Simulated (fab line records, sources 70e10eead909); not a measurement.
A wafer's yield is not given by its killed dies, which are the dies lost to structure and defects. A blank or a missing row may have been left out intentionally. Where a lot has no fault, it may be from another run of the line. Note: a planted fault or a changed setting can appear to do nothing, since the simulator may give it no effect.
Which of the tools did it? ; flow nand_harc ; 13 lots with 39 wafers sampled at 4 steps, on a route of 1302 steps

WHAT THE GAUGES READ, wafer by wafer
NHARC_THIN_TSV_CD_MEAS_12: target cd 1000 nm. Usual: cd_nm at 999.6 nm, with a standard deviation of 1.9.
lot;measured;on;cd_nm (nm);flag
L538;day 23 12:41;cd_sem-02;1000.2 1003.0 1000.0;
L540;day 25 07:37;cd_sem-02;998.4 999.8 999.2;
L546;day 27 00:58;cd_sem-03;999.7 1002.0 1001.7;
L547;day 27 18:20;cd_sem-01;998.4 999.3 999.7;
L552;day 29 02:01;cd_sem-03;999.8 1001.2 999.9;
L554;day 29 22:47;cd_sem-01;1000.1 997.8 998.6;
L555;day 30 16:26;cd_sem-01;998.1 999.4 998.4;
L556;day 31 07:27;cd_sem-02;1001.3 1001.7 1000.4;
L557;day 32 02:44;cd_sem-02;1000.7 1002.1 1003.9;
L558;day 32 13:08;cd_sem-01;998.9 999.1 998.5;
L559;day 32 14:12;cd_sem-01;999.0 999.8 1000.9;
L560;day 32 15:30;cd_sem-02;998.5 1001.0 999.1;
L561;day 32 19:43;cd_sem-01;998.5 999.5 999.1;

NHARC_END_SORT_01. Usual: killed_at_array 59, standard deviation 20; killed_at_other 0.8, standard deviation 1; killed_at_periphery 3.2, standard deviation 2.1; killed_dies 63, standard deviation 21; killed_open 3.0, standard deviation 1.9; killed_short 2.3, standard deviation 1.5.
lot;measured;on;killed_at_array;killed_at_other;killed_at_periphery;killed_dies;killed_open;killed_short;flag
L546;day 27 13:31;prober-02;147 107 140;0 0 0;4 2 6;151 109 146;3 3 2;0 1 4;OFF
L547;day 28 15:27;prober-02;116 155 141;3 0 1;4 0 4;123 155 146;4 2 5;2 2 5;OFF
L556;day 32 03:23;prober-01;79;2;1;82;4;2;

WHICH TOOL RAN EACH LOT (tool, then ch and the chambers of the sampled wafers, then the start)
lot;NHARC_A_CONTACT_ETCH_76;NHARC_THIN_TSV_ETCHBACK_48
L538;rie_diel-05 ch 0,2,3, day 21 18:11;rie_diel-08 ch 0,1,2, day 23 15:03
L540;rie_diel-03 ch 0,1, day 23 09:11;rie_diel-13 ch 0,3, day 25 09:52
L546;rie_diel-03 ch 1,2,3, day 25 01:01;rie_diel-04 ch 1,2,3, day 27 03:13
L547;rie_diel-03 ch 1,2,3, day 25 22:39;rie_diel-13 ch 0,1, day 27 20:36
L552;rie_diel-05 ch 0,2,3, day 27 07:55;rie_diel-04 ch 0,1,3, day 29 04:32
L554;rie_diel-05 ch 0,3, day 28 03:29;rie_diel-08 ch 1,2, day 30 01:02
L555;rie_diel-10 ch 0,1, day 28 21:47;rie_diel-08 ch 0,1,2, day 30 18:44
L556;rie_diel-05 ch 0,2,3, day 29 10:08;rie_diel-04 ch 0,1,2, day 31 09:52
L557;rie_diel-03 ch 1,2,3, day 30 06:40;rie_diel-04 ch 0,3, day 32 05:02
L558;rie_diel-05 ch 1,2, day 30 13:22;rie_diel-13 ch 0,1,3, day 32 15:25
L559;rie_diel-03 ch 0,2, day 30 13:55;rie_diel-04 ch 0,3, day 32 16:27
L560;rie_diel-03 ch 0,1,3, day 30 19:02;rie_diel-04 ch 0,2, day 32 17:46
L561;rie_diel-05 ch 0,3, day 31 01:13;rie_diel-04 ch 0,1,2, day 32 22:10
- NHARC_A_CONTACT_ETCH_76: etches the open film in N2/H2, target depth 260 nm, time 475.3 s.
- NHARC_THIN_TSV_ETCHBACK_48: etches the open film in C4F8/Ar, target depth 1028.5 nm, time 405.17 s.

AS READ BY THE TOOLS THEMSELVES (means over the sampled wafers that have a number; for cases with no such wafer, the mark the record gives instead)
NHARC_A_CONTACT_ETCH_76. Usual: drypump_motor_current_A 5.6 A, standard deviation 0.49; mfc_ar_sccm 0.005 sccm, standard deviation 0.01; n2_flow_sccm 150.0 sccm, standard deviation 0.47; oes_product_au 0.999 a.u., standard deviation 0.009; rf_fwd_power_W 399.4 W, standard deviation 1.2; rf_vpp_V 430.3 V, standard deviation 2.7; showerhead_plenum_p_Torr 2.03 Torr, standard deviation 0.091; throttle_valve_pct 14.170 %, standard deviation 0.0092.
lot;tool;drypump_motor_current_A (A);mfc_ar_sccm (sccm);n2_flow_sccm (sccm);oes_product_au (a.u.);rf_fwd_power_W (W);rf_vpp_V (V);showerhead_plenum_p_Torr (Torr);throttle_valve_pct (%);flag
L538;rie_diel-05;5.4;0.004;150.1;1.008;399.7;429.6;2.00;14.175;
L540;rie_diel-03;6.3;0.000;150.1;0.995;400.3;431.0;2.04;14.168;
L546;rie_diel-03;5.6;0.000;149.8;0.999;399.3;430.8;2.08;14.170;
L547;rie_diel-03;5.6;0.000;150.4;1.002;399.4;431.1;2.08;14.169;
L552;rie_diel-05;5.4;0.004;150.0;0.993;398.2;429.9;1.99;14.168;
L554;rie_diel-05;5.3;0.008;150.3;0.990;398.8;428.9;1.97;14.165;
L555;rie_diel-10;6.1;0.001;150.3;0.985;398.9;428.2;1.95;14.159;
L556;rie_diel-05;5.4;0.004;150.0;0.991;399.5;429.4;1.98;14.171;
L557;rie_diel-03;5.6;0.000;150.0;0.995;399.1;431.1;2.06;14.166;
L558;rie_diel-05;5.6;0.000;150.4;0.996;398.8;433.1;2.09;14.174;
L559;rie_diel-03;5.6;0.000;149.9;0.987;399.4;430.3;2.04;14.176;
L560;rie_diel-03;6.0;0.000;150.2;0.999;400.1;429.6;2.01;14.179;
L561;rie_diel-05;5.1;0.004;149.5;1.003;400.4;429.2;1.96;14.174;

NHARC_THIN_TSV_ETCHBACK_48. Usual: oes_product_au 0.932 a.u., standard deviation 0.022; rf_fwd_power_W 598.9 W, standard deviation 1.7; rf_vpp_V 547 V, standard deviation 3.2.
lot;tool;oes_product_au (a.u.);rf_fwd_power_W (W);rf_vpp_V (V);flag
L538;rie_diel-08;0.920;599.4;550;
L540;rie_diel-13;0.932;600.1;544;
L546;rie_diel-04;0.931;598.2;546;
L547;rie_diel-13;0.929;600.4;547;
L552;rie_diel-04;0.918;600.0;545;
L554;rie_diel-08;0.916;599.0;549;
L555;rie_diel-08;0.922;598.0;549;
L556;rie_diel-04;0.965;598.0;547;
L557;rie_diel-04;0.936;600.2;543;
L558;rie_diel-13;0.983;596.9;545;
L559;rie_diel-04;0.923;599.0;545;
L560;rie_diel-04;0.923;600.0;549;
L561;rie_diel-04;0.931;599.1;548;

THE ANSWER, worked out from the rows above alone
Rule: a lot is off if the mean of its wafers that have a number lies more than 3 standard deviations from the usual mean. Also off: a lot with no number at a reading for which 4 or more lots have one. All remaining lots with rows at the step are treated as sound. Order of review: gauges by route order, followed by the tools' own readings, for which a lot's mean as printed above is used. The first step at which some lot is off is used, and at that step the reading that is off furthest; a lot without a number counts as furthest.
Off: L546, L547, at NHARC_END_SORT_01 (killed_at_array). Neither off nor sound, because the step has no rows for them: L538, L540, L552, L554, L555, L557, L558, L559, L560, L561.
If a tool, at a process step before that reading, ran all the lots that are off and no sound lot after the first of them, it fits. The gauges at NHARC_END_SORT_01 are tried like those tools. Can't be told from this: 2 tools fit, rie_diel-03 at NHARC_A_CONTACT_ETCH_76, prober-02 at NHARC_END_SORT_01.

WHAT THE SIMULATOR PUT IN
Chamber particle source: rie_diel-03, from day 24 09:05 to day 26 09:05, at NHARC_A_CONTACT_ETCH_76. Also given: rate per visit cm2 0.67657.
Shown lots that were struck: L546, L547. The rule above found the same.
